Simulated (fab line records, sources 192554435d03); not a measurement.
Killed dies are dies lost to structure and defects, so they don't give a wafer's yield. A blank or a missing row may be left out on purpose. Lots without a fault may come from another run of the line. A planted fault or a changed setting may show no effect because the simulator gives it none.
Which tool did it? | flow n5_finfet | 24 lots, 72 wafers sampled, at 3 steps of a route of 1938

WHAT THE GAUGES READ, wafer by wafer
N5_BEOL_M9_INSPECT_13: inspects for defects (brightfield). Usual: raw_defect_count 456, standard deviation 120.
lot  | measured     | on                | raw_defect_count | flag
L074 | day 9 01:28  | defect_inspect-01 | 449 515 373      |
L075 | day 9 18:06  | defect_inspect-01 | 529 423 585      |
L076 | day 10 04:50 | defect_inspect-02 | 349 415 376      |
L077 | day 10 05:53 | defect_inspect-01 | 283 395 326      |
L078 | day 10 19:58 | defect_inspect-02 | 452 528 448      |
L080 | day 10 23:49 | defect_inspect-01 | 566 509 583      |
L079 | day 11 00:31 | defect_inspect-02 | 610 679 546      |
L081 | day 11 02:23 | defect_inspect-02 | 362 354 581      |
L082 | day 11 20:34 | defect_inspect-02 | 375 445 313      |
L083 | day 12 02:23 | defect_inspect-01 | 303 356 319      |
L084 | day 12 04:16 | defect_inspect-02 | 540 391 517      |
L085 | day 12 04:25 | defect_inspect-01 | 412 414 529      |
L087 | day 12 08:27 | defect_inspect-02 | 384 434 549      |
L086 | day 12 08:37 | defect_inspect-01 | 317 477 390      |
L088 | day 13 07:30 | defect_inspect-02 | 488 378 526      |
L089 | day 13 10:44 | defect_inspect-02 | 266 357 425      |
L090 | day 13 14:35 | defect_inspect-01 | 511 416 371      |
L091 | day 14 06:47 | defect_inspect-02 | 404 458 416      |
L092 | day 14 16:11 | defect_inspect-02 | 304 376 433      |
L095 | day 15 01:16 | defect_inspect-01 | 452 429 351      |
L093 | day 15 01:19 | defect_inspect-02 | 291 375 409      |
L097 | day 15 01:28 | defect_inspect-01 | 452 340 576      |
L094 | day 15 08:40 | defect_inspect-01 | 548 673 496      |
L096 | day 15 16:41 | defect_inspect-01 | 735 684 724      |

N5_BEOL_M9_OVL_MEAS_29. Usual: V8_OVL 0.0 nm, standard deviation 0.68.
lot  | measured     | on         | V8_OVL (nm)    | flag
L074 | day 9 02:53  | overlay-02 | -1.1 0.0 0.8   |
L075 | day 9 18:55  | overlay-02 | 0.4 1.2 -0.1   |
L076 | day 10 07:48 | overlay-02 | -0.3 0.5 -0.8  |
L077 | day 10 07:38 | overlay-01 | 0.7 1.7 -0.2   |
L078 | day 10 22:20 | overlay-01 | -0.6 -0.1 -0.3 |
L080 | day 11 00:39 | overlay-02 | -1.2 -1.1 -0.4 |
L079 | day 11 01:35 | overlay-01 | 0.6 0.3 0.2    |
L081 | day 11 03:45 | overlay-01 | 0.9 1.1 0.5    |
L082 | day 11 21:36 | overlay-02 | 0.2 0.7 1.4    |
L083 | day 12 03:25 | overlay-02 | -0.3 0.0 0.6   |
L084 | day 12 07:05 | overlay-02 | 0.3 0.8 0.2    |
L085 | day 12 06:54 | overlay-02 | -0.5 -0.5 -0.5 |
L087 | day 12 11:39 | overlay-01 | -0.1 -1.9 -1.1 |
L086 | day 12 11:29 | overlay-02 | -0.4 0.0 -0.3  |
L088 | day 13 09:26 | overlay-01 | -0.7 -0.4 -0.3 |
L089 | day 13 11:55 | overlay-02 | 0.4 -0.5 0.1   |
L090 | day 13 16:13 | overlay-01 | -0.9 -0.4 -0.5 |
L091 | day 14 10:20 | overlay-02 | -0.7 -0.3 0.4  |
L092 | day 14 18:17 | overlay-01 | -0.3 -0.9 -0.2 |
L095 | day 15 02:32 | overlay-02 | 0.2 0.0 1.3    |
L093 | day 15 02:55 | overlay-02 | 0.7 0.4 1.1    |
L097 | day 15 02:43 | overlay-02 | -0.1 0.1 -0.2  |
L094 | day 15 10:10 | overlay-01 | 0.6 0.5 0.4    |
L096 | day 15 19:02 | overlay-02 | 0.1 -0.1 0.5   |

WHICH TOOL RAN EACH LOT (tool, then ch and the chambers of the sampled wafers, then the start)
lot  | N5_BEOL_M8_DEP_56
L074 | pecvd-01 ch 0,1,2, day 8 23:28
L075 | pecvd-04 ch 0,1, day 9 16:41
L076 | pecvd-01 ch 0,1,2, day 10 02:40
L077 | pecvd-01 ch 0,1,2, day 10 03:44
L078 | pecvd-01 ch 0,2, day 10 17:40
L080 | pecvd-01 ch 0,2, day 10 20:35
L079 | pecvd-03 ch 1, day 10 22:02
L081 | pecvd-01 ch 1,2, day 11 00:03
L082 | pecvd-01 ch 0,1,2, day 11 18:18
L083 | pecvd-04 ch 1,2, day 11 22:19
L084 | pecvd-04 ch 0,1,2, day 12 00:49
L085 | pecvd-03 ch 0,1, day 12 00:58
L087 | pecvd-01 ch 0,1,2, day 12 06:15
L086 | pecvd-03 ch 0,2, day 12 06:19
L088 | pecvd-04 ch 0,1, day 13 05:54
L089 | pecvd-01 ch 0,1, day 13 07:17
L090 | pecvd-04 ch 0,1,2, day 13 12:50
L091 | pecvd-03 ch 0,1, day 14 04:47
L092 | pecvd-04 ch 0,1,2, day 14 14:00
L095 | pecvd-01 ch 0,1,2, day 14 21:32
L093 | pecvd-03 ch 0,1, day 14 23:28
L097 | pecvd-01 ch 0,1,2, day 14 23:43
L094 | pecvd-04 ch 1,2, day 15 06:32
L096 | pecvd-01 ch 0,1, day 15 13:41
- N5_BEOL_M8_DEP_56: deposits SiCN from 3MS/NH3, target thk 10 nm, time 17.5 s.

WHAT THE TOOLS THEMSELVES READ (means of the sampled wafers that have a number; where no wafer has one, the mark that the record gives instead)
N5_BEOL_M8_DEP_56. Usual: showerhead_plenum_p_Torr 3.668 Torr, standard deviation 0.011; showerhead_vpp_V 870 V, standard deviation 31; throttle_valve_pct 9.2 %, standard deviation 0.57.
lot  | tool     | showerhead_plenum_p_Torr (Torr) | showerhead_vpp_V (V) | throttle_valve_pct (%) | flag
L074 | pecvd-01 | 3.671                           | 855                  | 9.4                    |
L075 | pecvd-04 | 3.664                           | 906                  | 9.8                    |
L076 | pecvd-01 | 3.666                           | 849                  | 9.4                    |
L077 | pecvd-01 | 3.671                           | 859                  | 9.4                    |
L078 | pecvd-01 | 3.670                           | 885                  | 9.1                    |
L080 | pecvd-01 | 3.665                           | 882                  | 9.3                    |
L079 | pecvd-03 | 3.663                           | 889                  | 9.0                    |
L081 | pecvd-01 | 3.669                           | 868                  | 9.5                    |
L082 | pecvd-01 | 3.665                           | 874                  | 9.4                    |
L083 | pecvd-04 | 3.662                           | 900                  | 9.2                    |
L084 | pecvd-04 | 3.664                           | 879                  | 9.1                    |
L085 | pecvd-03 | 3.667                           | 886                  | 8.8                    |
L087 | pecvd-01 | 3.671                           | 871                  | 9.6                    |
L086 | pecvd-03 | 3.653                           | 857                  | 8.2                    |
L088 | pecvd-04 | 3.665                           | 891                  | 9.6                    |
L089 | pecvd-01 | 3.670                           | 866                  | 9.4                    |
L090 | pecvd-04 | 3.666                           | 869                  | 9.2                    |
L091 | pecvd-03 | 3.669                           | 884                  | 8.8                    |
L092 | pecvd-04 | 3.661                           | 872                  | 9.3                    |
L095 | pecvd-01 | 3.669                           | 866                  | 9.6                    |
L093 | pecvd-03 | 3.669                           | 882                  | 8.7                    |
L097 | pecvd-01 | 3.669                           | 870                  | 9.4                    |
L094 | pecvd-04 | 3.666                           | 864                  | 8.9                    |
L096 | pecvd-01 | 3.673                           | 844                  | 9.5                    |

THE ANSWER, worked out from the rows above alone
Rule: a lot is off if the mean of its wafers that have a number lies more than 3 standard deviations from the usual mean. A lot without any number at a reading at which 4 lots or more have one is off too. The other lots that the step has rows for count as sound. The gauges are gone through in route order, then the tools' own readings, and for those a lot's mean is taken as printed above. The first step at which some lot is off is used, and at that step the reading that is off furthest; a lot without a number counts as furthest.
No lot is off at any reading shown: from this, nothing can be told.

WHAT THE SIMULATOR HAD PUT IN
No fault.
